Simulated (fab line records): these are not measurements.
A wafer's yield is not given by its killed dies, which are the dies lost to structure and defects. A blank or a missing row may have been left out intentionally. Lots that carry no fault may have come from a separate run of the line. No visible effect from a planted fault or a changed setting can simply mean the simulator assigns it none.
Comparing a struck lot with a sound one -- flow n5-finfet -- 16 steps out of a route of 1938
Sound: the wafers L122.1, L122.4, L122.6. Struck: wafer L115.1 (left out: L115.5, a lot-mate that was not struck); the cause follows at the end.
Per side, at each step with rows, come the tool, then ch with its chambers, and then its first start. Under that, the readings that differ: sound wafers -- struck wafers -- difference of the means -- sigmas: that difference in standard deviations of wafers without a fault.
alike: words and numbers the same on both sides, and readings whose means are apart by under 2 such deviations; not compared: readings that were withheld, readings missing a value for some wafer, numbers with overlapping values and no deviation given by the record, and bounds like >300 which may hide the same value.
A row with sigmas, a row that says differs or no value, or rows on one side alone: a step with any of these is where the two part. Numbers that have no deviation but don't overlap get no sigmas and don't part them. Lack of a reading on every wafer of one side parts them only where that side has two or more wafers.

first, 4 steps without rows for these wafers: N5_MOL_CONTACT_COAG_SOFTBAKE_79 (time 60 s); N5_MOL_CONTACT_COAG_EXPOSE_81 (exposes mask VG, defocus 0 nm); N5_MOL_CONTACT_COAG_PEB_82 (peb time 60 s); N5_MOL_CONTACT_COAG_DEVELOP_83 (develop time 30 s).
N5_MOL_CONTACT_COAG_CD_MEAS_84 targets a cd of 25.1 nm.
  sound on cd-sem-02 ch 0, day 8 17:43; struck on cd-sem-02 ch 0, day 6 20:18
  alike: cd-nm
N5_MOL_CONTACT_COAG_OVL_MEAS_85:
  sound on overlay-02 ch 0, day 8 17:45; struck on overlay-02 ch 0, day 6 20:20
  alike: VG_OVL
N5_MOL_CONTACT_COAG_INSPECT_57: inspects for defects (brightfield).
  sound on defect-inspect-01 at day 8 17:49; struck on defect-inspect-02 at day 6 20:23
reading,sound,struck,difference,sigmas
raw-defect-count,239 217 276,103,-141,-3
N5_MOL_CONTACT_COAG_DESCUM_88: chemistry O2, time 7 s.
  sound on rie-diel-06 ch 1,2,3, day 8 17:51; struck on rie-diel-01 ch 2, day 6 20:53
  alike: drypump-motor-current-A, oes-product-au, rf-vpp-V, showerhead-plenum-p-Torr, throttle-valve-pct
  not compared: rf-hours-counter-h
N5_MOL_CONTACT_COAG_ETCH_89: etches underlayer in N2/H2, target depth 13 nm, time 10.4 s.
  sound on rie-diel-06 ch 1,2,3, day 8 17:53; struck on rie-diel-01 ch 2, day 6 20:56
  alike: drypump-motor-current-A, etch-rf-on-time-s, n2-flow-sccm, oes-product-au, rf-vpp-V, showerhead-plenum-p-Torr, throttle-valve-pct
  not compared: rf-hours-counter-h
N5_MOL_CONTACT_COAG_ETCH_90: etches SiARC in CF4, target depth 13 nm, time 21.7 s.
  sound on rie-diel-06 ch 1,2,3, day 8 17:54; struck on rie-diel-01 ch 2, day 6 20:57
  alike: drypump-motor-current-A, etch-rf-on-time-s, oes-product-au, rf-vpp-V, showerhead-plenum-p-Torr, throttle-valve-pct
  not compared: rf-hours-counter-h
N5_MOL_CONTACT_COAG_ALD_131: deposits SiO2, target thk 5 nm, pulse time 1 s, co reactant pulse time 1 s.
  sound on ald-sin-04 ch 2,3, day 8 19:01; struck on ald-sin-01 ch 0, day 6 21:02
  alike: heater-power-w, precursor-pulse-height-rel
N5_MOL_CONTACT_COAG_ETCHBACK_132: etches SiO2 in CHF3, target depth 10 nm, time 6.7 s.
  sound on rie-diel-01 ch 0,1,3, day 8 19:11; struck on rie-diel-06 ch 3, day 6 21:13
reading,sound,struck,difference,sigmas
throttle-valve-pct (%),18.72 18.76 18.77,18.27,-0.48,-2
  alike: drypump-motor-current-A, oes_f_703_au, oes-product-au, rf-vpp-V, showerhead-plenum-p-Torr
  not compared: rf-hours-counter-h
N5_MOL_CONTACT_COAG_ETCH_91: etches SOC in N2/H2, target depth 60 nm, overetch 21 nm, time 101.2 s.
  sound on rie-diel-01 ch 0,1,3, day 8 19:13; struck on rie-diel-06 ch 3, day 6 21:14
reading,sound,struck,difference,sigmas
model.SiARC_of_MOL_CONTACT_COAG_COAT_76.thk-nm (nm),5.8 6.2 5.8,4,-2,
  alike: drypump-motor-current-A, n2-flow-sccm, oes-product-au, rf-vpp-V, showerhead-plenum-p-Torr, throttle-valve-pct
  not compared: rf-hours-counter-h
then, 1 step without rows for these wafers: N5_MOL_CONTACT_COAG_STRIP_92 (strips in N2/H2).
-- here the record skips 3 days between the struck wafers' starts before and after, leaving off in module MOL_CONTACT_COAG and picking up in module BEOL_M4 (first step shown: number 1111 of the route) --
N5_BEOL_M4_RC_MEAS_101:
  sound on prober-02 ch 0, day 11 13:32; struck on prober-02 ch 0, day 10 01:40
  alike: DIBL_N, DIBL_P, IOFF_N, IOFF_P, ION_N, ION_P, SS_N, SS_P, VT_N, VT_P
after that, 1 step had no rows for these wafers: N5_PASSIVATION_PROBE_49.

WHERE THEY PART
Earliest at N5_MOL_CONTACT_COAG_INSPECT_57; latest, in this record, at N5_MOL_CONTACT_COAG_ETCHBACK_132. Later steps at which nothing parts them and some readings are alike: N5_MOL_CONTACT_COAG_ETCH_91, N5_BEOL_M4_RC_MEAS_101.

WHY: whatever the simulator had introduced
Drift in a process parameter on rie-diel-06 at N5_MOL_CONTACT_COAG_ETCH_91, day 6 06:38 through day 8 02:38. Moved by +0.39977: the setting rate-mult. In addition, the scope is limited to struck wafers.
